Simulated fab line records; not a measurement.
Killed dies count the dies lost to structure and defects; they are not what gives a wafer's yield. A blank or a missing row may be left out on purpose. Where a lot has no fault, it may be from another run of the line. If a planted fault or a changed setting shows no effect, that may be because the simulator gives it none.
Chamber matching ; flow nand-harc ; 3 sister chambers for NHARC_A_CHANNEL_HOLE_D1_DEP_01 on pecvd-02
The step deposits SiON, target thk 140 nm. 3 wafers are shown with their chamber, then 7 later ones without.

EACH WAFER AND ITS CHAMBER
wafer;chamber;heater-power-w (W)
L091.6;0;645
L092.1;2;739
L092.3;1;783

WAFERS WITHOUT THEIR CHAMBER
wafer;heater-power-w (W)
L092.5;749
L094.3;563
L094.5;560
L094.6;643
L096.2;609
L096.5;830
L096.6;594

CHAMBER TAKEN BY EACH
wafer;from the rows above;in truth
L092.5;can't be placed: 2 or 1 or 0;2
L094.3;can't be placed: 0 or 2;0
L094.5;can't be placed: 0 or 2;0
L094.6;can't be placed: 0 or 2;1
L096.2;can't be placed: 0 or 2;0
L096.5;can't be placed: 1 or 2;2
L096.6;can't be placed: 0 or 2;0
Placed correctly: 0 of 7. Cannot be placed on the basis of these rows: 7; the candidates contain the true chamber in 6. Number placed wrongly: 0.
How it was worked out, from the rows above alone: a wafer's distance from a chamber is the root of the sum, over the readings, of the square of ((its reading less the chamber's mean) divided by the reading's scatter). If the next closest chamber is less than 2 further off than the closest, the wafer can't be placed; otherwise it belongs to the closest. A chamber's mean is the mean of its shown wafers. The scatter: root of mean squared gap, hidden wafer to nearest shown wafer, with one shown wafer a chamber.
